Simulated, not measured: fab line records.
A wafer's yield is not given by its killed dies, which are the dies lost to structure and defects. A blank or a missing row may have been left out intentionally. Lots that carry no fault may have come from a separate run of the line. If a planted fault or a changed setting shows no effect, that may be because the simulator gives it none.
fab line records	flow n5-finfet	part 1 of 2: steps 1 to 22 of 29
[record] lots = 5	wafers = 15	last-day = 19
route steps=1938 shown BEOL_M0_SAQP@686 BEOL_M0_CUTY@701
lots that met no fault: taken from a fault-free run of the same line
start-h: hours from the record's first day to the start of the lot's first wafer shown	wait-h: hours elapsed since this lot's preceding step	" identical to the entry in the row above	L1.1+2: a single row standing in for several wafers	- no value present, or no start provided	* or withheld: withheld	< > ~ a bound
route shown NAME@n: NAME is a module with steps in the file, n the number in the route of the first one	usual: average and standard deviation across the fault-free wafers	same: alike in all rows	chamber/n: place in a boat	sites: each site's reading	_std_site: standard deviation of those values	_edge_site: inner sites' mean taken away from outer sites' mean	radius-mm: how far each site lies from the wafer's centre	mask NAME#n: copy n	behind: tool/chamber where the wafer was last shaped	hold: reason for holding the lot/hours on hold/outcome of the hold	device: the transistor (n, p or np) that didn't switch	end of line: tests of these same wafers at the route's end	where a step has no rows: the recipe by itself	killed: the dies lost at the first sort to structure and to defects; this is not the yield of the wafer	map: the dies of a wafer, with x for killed, . for not killed, _ for no die there
set.NAME: setting as actually run; set.NAME@STEP: the setting as run at that earlier step	model.NAME: the simulator's own value behind a step, which no gauge read
a table for each step, a row for each wafer; lots at some steps of the route
services: from which hour (start-h, from the record's first day; less than 0 if before it) a tool's chamber was out of use, for how many hours, and why
[[steps]]
[step N5_BEOL_M0_SAQP_EXPOSE_37]
[recipe] mask-id = M0_CUT1	na = 0.33	source-shape = annular	sigma-inner = 0.35	sigma-outer = 0.8	polarization = unpolarized	target-cd-nm = 30	dose-mj = 44.75
[usual] reticle-temp-C = 23.00/0.094
lot.wafer	tool	chamber	start-h	wait-h	mask	reticle-temp-C
L082.3	euv-scanner-01	0	160.30	-	M0_CUT1#0	23.00
L082.4	"	0	"	"	M0_CUT1#0	22.80
L082.6	"	0	"	"	M0_CUT1#0	22.96
L086.3	euv-scanner-01	0	195.28	-	M0_CUT1#0	22.91
L086.4	"	0	"	"	M0_CUT1#0	22.95
L086.5	"	0	"	"	M0_CUT1#0	23.15
L087.1	euv-scanner-01	0	195.94	-	M0_CUT1#0	23.00
L087.2	"	0	"	"	M0_CUT1#0	23.03
L087.3	"	0	"	"	M0_CUT1#0	23.09
L091.1	euv-scanner-01	0	214.14	-	M0_CUT1#0	23.04
L091.5	"	0	"	"	M0_CUT1#0	23.08
L091.6	"	0	"	"	M0_CUT1#0	23.01
L095.1	euv-scanner-01	0	245.26	-	M0_CUT1#0	22.97
L095.4	"	0	"	"	M0_CUT1#0	23.05
L095.5	"	0	"	"	M0_CUT1#0	23.00
[step N5_BEOL_M0_SAQP_PEB_38]
[recipe] peb-temp-c = 100	peb-time-s = 60	resist = CAR-EUV
lot.wafer	tool	chamber	start-h	wait-h
L082.3+4+6	litho-track-02	0	160.36	0.0
L086.3+4+5	litho-track-04	0	195.34	0.0
L087.1+2+3	litho-track-03	0	196.01	0.1
L091.1+5+6	litho-track-04	0	214.21	0.1
L095.1+4+5	litho-track-04	0	245.33	0.1
[step N5_BEOL_M0_SAQP_DEVELOP_39]
[recipe] develop-time-s = 30	developer = TMAH	resist = CAR-EUV	rinse-liquid = surfactant-rinse	dry = air-spin	dev-temp-c = 23
[same] develop-time-s = 30
lot.wafer	tool	chamber	start-h	wait-h
L082.3+4+6	litho-track-02	0	-	-
L086.3+4+5	litho-track-04	0	-	-
L087.1+2+3	litho-track-03	0	-	-
L091.1+5+6	litho-track-04	0	-	-
L095.1+4+5	litho-track-04	0	-	-
[step N5_BEOL_M0_SAQP_CD_MEAS_40]
[recipe] target-cd-nm = 30	landing-energy-ev = 500	detector = se-inlens
[usual] cd-nm = 29.98/0.25
lot.wafer	tool	chamber	start-h	wait-h	cd-nm
L082.3	cd-sem-02	0	160.42	-	30.17
L082.4	"	0	"	"	29.98
L082.6	"	0	"	"	29.75
L086.3	cd-sem-03	0	195.40	-	30.39
L086.4	"	0	"	"	29.72
L086.5	"	0	"	"	30.03
L087.1	cd-sem-01	0	196.08	-	30.08
L087.2	"	0	"	"	30.22
L087.3	"	0	"	"	29.97
L091.1	cd-sem-02	0	214.28	-	30.00
L091.5	"	0	"	"	30.21
L091.6	"	0	"	"	29.96
L095.1	cd-sem-01	0	245.39	-	29.40
L095.4	"	0	"	"	30.06
L095.5	"	0	"	"	29.81
[step N5_BEOL_M0_SAQP_OVL_MEAS_41]
[recipe] points-per-wafer = 522
[usual] M0_CUT1_OVL = 0.0/0.7
lot.wafer	tool	chamber	start-h	wait-h	M0_CUT1_OVL[nm]
L082.3	overlay-02	0	160.46	0.0	-0.6
L082.4	"	0	"	"	1.4
L082.6	"	0	"	"	0.7
L086.3	overlay-02	0	195.44	0.0	-0.1
L086.4	"	0	"	"	-0.2
L086.5	"	0	"	"	0.7
L087.1	overlay-01	0	196.11	0.0	0.0
L087.2	"	0	"	"	0.0
L087.3	"	0	"	"	-1.2
L091.1	overlay-01	0	214.31	0.0	-0.3
L091.5	"	0	"	"	-0.7
L091.6	"	0	"	"	-1.8
L095.1	overlay-01	0	245.42	0.0	-0.3
L095.4	"	0	"	"	-0.5
L095.5	"	0	"	"	-0.1
[step N5_BEOL_M0_SAQP_INSPECT_42]
[recipe] mode = adi	inspect-instrument = brightfield
[usual] raw-defect-count = 304/78
lot.wafer	tool	chamber	start-h	wait-h	raw-defect-count
L082.3	defect-inspect-02	-	160.51	0.0	389
L082.4	"	-	"	"	366
L082.6	"	-	"	"	391
L086.3	defect-inspect-01	-	195.49	0.0	230
L086.4	"	-	"	"	272
L086.5	"	-	"	"	237
L087.1	defect-inspect-01	-	196.17	0.1	410
L087.2	"	-	"	"	389
L087.3	"	-	"	"	409
L091.1	defect-inspect-02	-	214.37	0.1	380
L091.5	"	-	"	"	295
L091.6	"	-	"	"	420
L095.1	defect-inspect-02	-	245.48	0.1	320
L095.4	"	-	"	"	424
L095.5	"	-	"	"	340
[step N5_BEOL_M0_SAQP_DESCUM_45]
[recipe] chemistry = O2	time-s = 7	source-power-w = 50	bias-power-w = 20	pressure-mtorr = 20	rf-frequency-hz = 2.712e+07	temp-c = 40	resist = CAR-EUV	o2-flow-sccm = 225
[usual] drypump-motor-current-A = 5.5/0.5	o2-flow-sccm = 224.9/0.71	oes-product-au = 0.80/0.075	rf-vpp-V = 243.5/0.98	showerhead-plenum-p-Torr = 2.12/0.052	throttle-valve-pct = 20.44/0.14
lot.wafer	tool	chamber	start-h	wait-h	drypump-motor-current-A	o2-flow-sccm	oes-product-au	rf-hours-counter-h	rf-vpp-V	showerhead-plenum-p-Torr	throttle-valve-pct
L082.3	rie-diel-02	3	160.54	0.0	4.9	225.7	0.74	163	242.9	2.19	20.30
L082.4	"	0	"	"	5.3	224.6	0.72	200	244.0	2.08	20.68
L082.6	"	2	"	"	6.3	224.2	0.99	-	244.2	2.15	20.38
L086.3	rie-diel-02	2	195.53	0.0	6.3	225.9	0.95	10	242.5	2.15	20.40
L086.4	"	3	"	"	5.0	225.9	0.74	172	244.3	2.18	20.30
L086.5	"	3	"	"	4.9	226.2	0.74	-	245.3	2.18	20.32
L087.1	rie-diel-04	3	196.47	0.3	5.3	225.2	0.83	55	242.5	2.15	20.51
L087.2	"	2	"	"	5.0	224.7	0.85	76	242.8	2.03	20.54
L087.3	"	1	"	"	6.1	225.8	0.74	170	244.6	2.19	20.44
L091.1	rie-diel-02	0	214.40	0.0	5.3	225.7	0.71	215	243.3	2.07	20.70
L091.5	"	2	"	"	6.4	225.2	0.93	-	243.4	2.15	20.40
L091.6	"	1	"	"	5.7	224.9	0.78	-	243.9	2.09	20.36
L095.1	rie-diel-06	2	245.72	0.2	5.8	225.9	0.73	181	243.5	2.10	20.84
L095.4	"	2	"	"	5.8	224.6	0.73	-	243.2	2.10	20.85
L095.5	"	1	"	"	5.5	226.1	0.72	-	245.0	2.17	20.69
[step N5_BEOL_M0_SAQP_ETCH_88]
[recipe] chemistry = N2/H2	target = underlayer	target-depth-a = 65	time-s = 5.2	ion-energy-ev = 200	mask-material = CAR-EUV	pressure-mtorr = 30	source-w = 840	bias-w = 150	n2-flow-sccm = 200	h2-flow-sccm = 200	ends = cleared
[usual] drypump-motor-current-A = 5.5/0.5	etch-rf-on-time-s = 5.20/0.1	oes-product-au = 0.68/0.064	rf-vpp-V = 524.7/2	showerhead-plenum-p-Torr = 2.57/0.061	throttle-valve-pct = 17.88/0.17
lot.wafer	tool	chamber	start-h	wait-h	drypump-motor-current-A	etch-rf-on-time-s	oes-product-au	rf-hours-counter-h	rf-vpp-V	showerhead-plenum-p-Torr	throttle-valve-pct
L082.3	rie-diel-02	3	160.58	0.0	5.0	5.27	0.64	163	525.7	2.67	17.83
L082.4	"	0	"	"	5.3	5.41	0.60	200	523.6	2.53	18.24
L082.6	"	2	"	"	6.4	5.16	0.84	-	524.9	2.60	17.68
L086.3	rie-diel-02	2	195.56	0.0	6.4	5.18	0.80	10	524.7	2.60	17.72
L086.4	"	3	"	"	4.9	5.33	0.64	172	528.7	2.66	17.83
L086.5	"	3	"	"	5.0	5.36	0.64	-	527.7	2.66	17.82
L087.1	rie-diel-04	3	196.50	0.0	5.3	5.14	0.71	55	523.0	2.58	17.76
L087.2	"	2	"	"	5.0	5.10	0.73	76	521.3	2.45	17.89
L087.3	"	1	"	"	6.1	5.10	0.65	170	525.8	2.64	17.87
L091.1	rie-diel-02	0	214.43	0.0	5.3	5.44	0.59	215	524.4	2.52	18.27
L091.5	"	2	"	"	6.3	5.19	0.79	-	523.9	2.60	17.74
L091.6	"	1	"	"	5.7	5.29	0.65	-	525.2	2.55	17.94
L095.1	rie-diel-06	2	245.75	0.0	5.8	5.18	0.63	181	522.2	2.53	18.21
L095.4	"	2	"	"	5.8	5.25	0.63	-	525.6	2.52	18.19
L095.5	"	1	"	"	5.5	5.09	0.64	-	526.7	2.63	18.08
[step N5_BEOL_M0_SAQP_ETCH_73]
[recipe] chemistry = CF4	target = SiARC	target-depth-a = 195	mask-material = CAR-EUV	time-s = 32.5	ion-energy-ev = 80	pressure-mtorr = 40	source-w = 545	bias-w = 36	Ar_flow_sccm = 100	cf4-flow-sccm = 100	ends = cleared
[usual] drypump-motor-current-A = 5.5/0.5	etch-rf-on-time-s = 32.5/0.7	oes-product-au = 0.68/0.065	rf-vpp-V = 184.3/0.97	showerhead-plenum-p-Torr = 2.17/0.046	throttle-valve-pct = 15.60/0.13
lot.wafer	tool	chamber	start-h	wait-h	drypump-motor-current-A	etch-rf-on-time-s	oes-product-au	rf-hours-counter-h	rf-vpp-V	showerhead-plenum-p-Torr	throttle-valve-pct
L082.3	rie-diel-02	3	160.60	0.0	4.9	33.0	0.64	163	185.5	2.22	15.42
L082.4	"	0	"	"	5.3	34.0	0.59	200	183.9	2.12	15.81
L082.6	"	2	"	"	6.4	32.1	0.85	-	185.4	2.21	15.49
L086.3	rie-diel-02	2	195.58	0.0	6.4	32.3	0.81	10	184.4	2.20	15.52
L086.4	"	3	"	"	4.9	33.7	0.63	172	186.0	2.22	15.44
L086.5	"	3	"	"	5.0	33.7	0.63	-	185.5	2.22	15.45
L087.1	rie-diel-04	3	196.52	0.0	5.3	31.8	0.72	55	184.9	2.17	15.48
L087.2	"	2	"	"	5.0	32.1	0.72	76	183.6	2.09	15.75
L087.3	"	1	"	"	6.1	32.0	0.64	170	186.2	2.23	15.60
L091.1	rie-diel-02	0	214.45	0.0	5.3	33.9	0.59	215	185.1	2.11	15.85
L091.5	"	2	"	"	6.3	32.3	0.80	-	185.3	2.20	15.53
L091.6	"	1	"	"	5.7	32.7	0.66	-	182.0	2.14	15.59
L095.1	rie-diel-06	2	245.77	0.0	5.8	33.1	0.63	181	184.8	2.13	15.89
L095.4	"	2	"	"	5.8	33.1	0.63	-	183.8	2.13	15.89
L095.5	"	1	"	"	5.5	32.3	0.63	-	184.4	2.22	15.92
[step N5_BEOL_M0_SAQP_CUT_ETCH_46]
[recipe] chemistry = N2/H2	target = SOC	target-depth-a = 1350	overetch-a = 270	temp-c = 40	time-s = 202.5	ion-energy-ev = 200	mask-material = SiARC	pressure-mtorr = 30	source-w = 840	bias-w = 150	n2-flow-sccm = 200	h2-flow-sccm = 200
[usual] drypump-motor-current-A = 5.5/0.5	rf-vpp-V = 524.6/1.7	showerhead-plenum-p-Torr = 2.57/0.061	throttle-valve-pct = 17.83/0.17
lot.wafer	tool	chamber	start-h	wait-h	drypump-motor-current-A	rf-hours-counter-h	rf-vpp-V	showerhead-plenum-p-Torr	throttle-valve-pct
L082.3	rie-diel-02	3	160.63	0.0	5.0	163	526.9	2.67	17.77
L082.4	"	0	"	"	5.3	200	524.0	2.53	18.22
L082.6	"	2	"	"	6.3	-	523.7	2.60	17.66
L086.3	rie-diel-02	2	195.61	0.0	6.4	10	525.9	2.60	17.67
L086.4	"	3	"	"	5.0	172	527.4	2.66	17.78
L086.5	"	3	"	"	4.9	-	526.8	2.66	17.78
L087.1	rie-diel-04	3	196.55	0.0	5.3	55	524.9	2.58	17.70
L087.2	"	2	"	"	5.0	76	521.4	2.46	17.84
L087.3	"	1	"	"	6.1	170	525.4	2.65	17.82
L091.1	rie-diel-02	0	214.48	0.0	5.3	215	523.4	2.52	18.26
L091.5	"	2	"	"	6.3	-	525.3	2.60	17.69
L091.6	"	1	"	"	5.7	-	524.0	2.55	17.91
L095.1	rie-diel-06	2	245.80	0.0	5.8	181	521.6	2.52	18.14
L095.4	"	2	"	"	5.8	-	523.5	2.52	18.15
L095.5	"	1	"	"	5.5	-	526.2	2.63	18.04
[step N5_BEOL_M0_SAQP_STRIP_74]
[recipe] chemistry = N2/H2	temp-c = 40	n2-flow-sccm = 200	h2-flow-sccm = 200	rf-frequency-hz = 6e+07
lot.wafer	tool	chamber	start-h	wait-h
L082.3+4+6	rie-diel-02	3,0,2	160.78	0.1
L086.3+4+5	rie-diel-02	2,3,3	195.77	0.1
L087.1+2+3	rie-diel-04	3,2,1	196.71	0.1
L091.1+5+6	rie-diel-02	0,2,1	214.64	0.1
L095.1+4+5	rie-diel-06	2,2,1	245.96	0.1
[step N5_BEOL_M0_SAQP_STRIP_89]
[recipe] chemistry = N2/H2	temp-c = 40	n2-flow-sccm = 200	h2-flow-sccm = 200	rf-frequency-hz = 6e+07
lot.wafer	tool	chamber	start-h	wait-h
L082.3+4+6	rie-diel-02	3,0,2	160.79	0.0
L086.3+4+5	rie-diel-02	2,3,3	195.78	0.0
L087.1+2+3	rie-diel-04	3,2,1	196.72	0.0
L091.1+5+6	rie-diel-02	0,2,1	214.65	0.0
L095.1+4+5	rie-diel-06	2,2,1	245.97	0.0
[step N5_BEOL_M0_SAQP_ALD_48]
[recipe] material = SiO2	target-thk-a = 200	temp-c = 100	ald-precursor-family = BDEAS	ald-co-reactant = O2-plasma	pulse-time-s = 1	co-reactant-pulse-time-s = 1	purge-time-s = 2	co-reactant-purge-time-s = 2	ald-cycles = 139	pressure-torr = 2
[usual] chamber-pressure-Torr = 1.999/0.0043	heater-power-w = 79/3.6	precursor-pulse-height-rel = 1.002/0.02
[same] co-reactant-pulse-time-s = 1
lot.wafer	tool	chamber	start-h	wait-h	chamber-pressure-Torr	heater-power-w	precursor-pulse-height-rel
L082.3	ald-sin-02	2	160.83	0.0	1.993	81	0.984
L082.4	"	3	"	"	1.992	82	1.027
L082.6	"	1	"	"	1.996	84	0.990
L086.3	ald-sin-02	1	195.81	0.0	2.004	85	0.983
L086.4	"	2	"	"	1.994	82	1.010
L086.5	"	0	"	"	2.002	79	0.987
L087.1	ald-sin-03	1	196.75	0.0	2.004	83	0.993
L087.2	"	2	"	"	1.998	79	1.026
L087.3	"	0	"	"	1.995	72	0.998
L091.1	ald-sin-03	3	214.68	0.0	1.997	74	1.026
L091.5	"	2	"	"	2.007	77	1.016
L091.6	"	3	"	"	1.999	72	1.010
L095.1	ald-sin-02	1	246.00	0.0	2.004	82	1.024
L095.4	"	3	"	"	1.997	82	0.988
L095.5	"	0	"	"	2.002	78	0.975
[step N5_BEOL_M0_SAQP_ETCH_49]
[recipe] chemistry = CF4/O2	target-depth-a = 370	target = SiO2	pressure-mtorr = 40	source-w = 535	bias-w = 49	Ar_flow_sccm = 100	cf4-flow-sccm = 100	O2_flow_sccm = 10	ion-energy-ev = 100
[usual] drypump-motor-current-A = 5.5/0.49	oes-product-au = 0.78/0.077	rf-vpp-V = 241/3.6	showerhead-plenum-p-Torr = 2.23/0.048	throttle-valve-pct = 15.88/0.17
lot.wafer	tool	chamber	start-h	wait-h	drypump-motor-current-A	oes-product-au	rf-hours-counter-h	rf-vpp-V	showerhead-plenum-p-Torr	throttle-valve-pct
L082.3	rie-diel-02	0	161.35	0.3	5.3	0.71	200	240	2.18	16.04
L082.4	"	1	"	"	5.7	0.80	137	239	2.21	15.80
L082.6	"	1	"	"	5.7	0.80	-	239	2.21	15.79
L086.3	rie-diel-04	3	196.35	0.3	5.3	0.85	55	235	2.23	15.71
L086.4	"	2	"	"	5.0	0.86	76	252	2.16	15.97
L086.5	"	2	"	"	5.0	0.86	-	251	2.16	15.98
L087.1	rie-diel-06	2	197.28	0.3	5.8	0.75	165	243	2.20	16.10
L087.2	"	3	"	"	6.2	0.94	8	240	2.16	15.56
L087.3	"	0	"	"	4.9	0.69	235	238	2.18	15.73
L091.1	rie-diel-02	2	215.21	0.3	6.4	0.93	17	242	2.27	15.77
L091.5	"	0	"	"	5.3	0.70	-	239	2.18	16.08
L091.6	"	1	"	"	5.7	0.78	-	238	2.21	15.83
L095.1	rie-diel-02	2	246.65	0.4	6.4	0.91	28	243	2.26	15.79
L095.4	"	3	"	"	4.9	0.73	189	242	2.28	15.71
L095.5	"	0	"	"	5.3	0.69	-	239	2.17	16.10
[step N5_BEOL_M0_SAQP_STRIP_75]
[recipe] chemistry = CF4	resist = SiARC	power-w = 300	bias-power-w = 75	pressure-mtorr = 50	cf4-flow-sccm = 150	rf-frequency-hz = 6e+07
[usual] drypump-motor-current-A = 5.5/0.49	oes-product-au = 0.181/0.017	rf-vpp-V = 271.5/1.1	showerhead-plenum-p-Torr = 1.81/0.037	throttle-valve-pct = 13.61/0.19
lot.wafer	tool	chamber	start-h	wait-h	drypump-motor-current-A	oes-product-au	rf-hours-counter-h	rf-vpp-V	showerhead-plenum-p-Torr	throttle-valve-pct
L082.3	rie-diel-02	0	161.45	0.1	5.3	0.161	200	270.6	1.78	13.83
L082.4	"	1	"	"	5.8	0.185	137	270.6	1.81	13.59
L082.6	"	1	"	"	5.7	0.183	-	272.0	1.81	13.57
L086.3	rie-diel-04	3	196.45	0.1	5.3	0.195	55	271.2	1.80	13.39
L086.4	"	2	"	"	5.0	0.195	76	267.6	1.76	13.69
L086.5	"	2	"	"	5.0	0.193	-	269.7	1.76	13.69
L087.1	rie-diel-06	2	197.38	0.1	5.8	0.179	165	271.8	1.79	13.85
L087.2	"	3	"	"	6.3	0.217	8	269.6	1.75	13.20
L087.3	"	0	"	"	4.9	0.162	235	271.0	1.77	13.50
L091.1	rie-diel-02	2	215.31	0.1	6.4	0.219	17	272.6	1.84	13.43
L091.5	"	0	"	"	5.3	0.166	-	270.7	1.78	13.86
L091.6	"	1	"	"	5.7	0.180	-	272.4	1.81	13.62
L095.1	rie-diel-02	2	246.75	0.1	6.3	0.215	28	270.1	1.84	13.47
L095.4	"	3	"	"	5.0	0.175	189	271.8	1.84	13.46
L095.5	"	0	"	"	5.3	0.164	-	269.9	1.77	13.86
[step N5_BEOL_M0_CUTY_COAT_50]
[recipe] resist = SiARC	temp-c = 220	time-s = 60	spin-rpm = 1500	resist-thk-nm = 15
lot.wafer	tool	chamber	start-h	wait-h
L082.3+4+6	litho-track-03	0	161.50	0.0
L086.3+4+5	litho-track-05	0	196.49	0.0
L087.1+2+3	litho-track-03	0	197.42	0.0
L091.1+5+6	litho-track-01	0	215.35	0.0
L095.1+4+5	litho-track-03	0	246.79	0.0
[step N5_BEOL_M0_CUTY_COAT_51]
[recipe] resist = CAR-ArF-block	spin-rpm = 1500	resist-thk-nm = 150
lot.wafer	tool	chamber	start-h	wait-h
L082.3+4+6	litho-track-03	0	-	-
L086.3+4+5	litho-track-05	0	-	-
L087.1+2+3	litho-track-03	0	-	-
L091.1+5+6	litho-track-01	0	-	-
L095.1+4+5	litho-track-03	0	-	-
[step N5_BEOL_M0_CUTY_EBR_52]
[recipe] solvent = PGMEA	ebr-width-mm = 1.5
lot.wafer	tool	chamber	start-h	wait-h
L082.3+4+6	litho-track-03	0	-	-
L086.3+4+5	litho-track-05	0	-	-
L087.1+2+3	litho-track-03	0	-	-
L091.1+5+6	litho-track-01	0	-	-
L095.1+4+5	litho-track-03	0	-	-
[step N5_BEOL_M0_CUTY_SOFTBAKE_53]
[recipe] temp-c = 110	time-s = 60	resist = CAR-ArF-block
lot.wafer	tool	chamber	start-h	wait-h
L082.3+4+6	litho-track-03	0	-	-
L086.3+4+5	litho-track-05	0	-	-
L087.1+2+3	litho-track-03	0	-	-
L091.1+5+6	litho-track-01	0	-	-
L095.1+4+5	litho-track-03	0	-	-
[step N5_BEOL_M0_CUTY_EXPOSE_54]
[recipe] mask-id = M0_ABLK	na = 1.35	source-shape = conventional	sigma-outer = 0.8	polarization = unpolarized	dose-mj = 36
[usual] reticle-temp-C = 23.01/0.11
lot.wafer	tool	chamber	start-h	wait-h	mask	reticle-temp-C
L082.3	arfi-scanner-02	0	161.61	-	M0_ABLK#0	22.86
L082.4	"	0	"	"	M0_ABLK#0	22.85
L082.6	"	0	"	"	M0_ABLK#0	22.98
L086.3	arfi-scanner-01	0	196.60	-	M0_ABLK#0	23.10
L086.4	"	0	"	"	M0_ABLK#0	22.92
L086.5	"	0	"	"	M0_ABLK#0	23.10
L087.1	arfi-scanner-03	0	197.65	-	M0_ABLK#0	22.85
L087.2	"	0	"	"	M0_ABLK#0	22.89
L087.3	"	0	"	"	M0_ABLK#0	22.91
L091.1	arfi-scanner-02	0	215.45	-	M0_ABLK#0	23.04
L091.5	"	0	"	"	M0_ABLK#0	23.14
L091.6	"	0	"	"	M0_ABLK#0	23.11
L095.1	arfi-scanner-03	0	246.89	-	M0_ABLK#0	23.10
L095.4	"	0	"	"	M0_ABLK#0	22.81
L095.5	"	0	"	"	M0_ABLK#0	22.90
[step N5_BEOL_M0_CUTY_PEB_55]
[recipe] peb-temp-c = 110	peb-time-s = 60	resist = CAR-ArF-block
lot.wafer	tool	chamber	start-h	wait-h
L082.3+4+6	litho-track-05	0	161.66	0.0
L086.3+4+5	litho-track-01	0	196.65	0.0
L087.1+2+3	litho-track-05	0	197.70	0.1
L091.1+5+6	litho-track-01	0	215.51	0.1
L095.1+4+5	litho-track-01	0	246.95	0.1
[step N5_BEOL_M0_CUTY_DEVELOP_56]
[recipe] develop-time-s = 30	developer = TMAH	resist = CAR-ArF-block	rinse-liquid = diw	dry = air-spin	dev-temp-c = 23
[same] develop-time-s = 30
lot.wafer	tool	chamber	start-h	wait-h
L082.3+4+6	litho-track-05	0	-	-
L086.3+4+5	litho-track-01	0	-	-
L087.1+2+3	litho-track-05	0	-	-
L091.1+5+6	litho-track-01	0	-	-
L095.1+4+5	litho-track-01	0	-	-
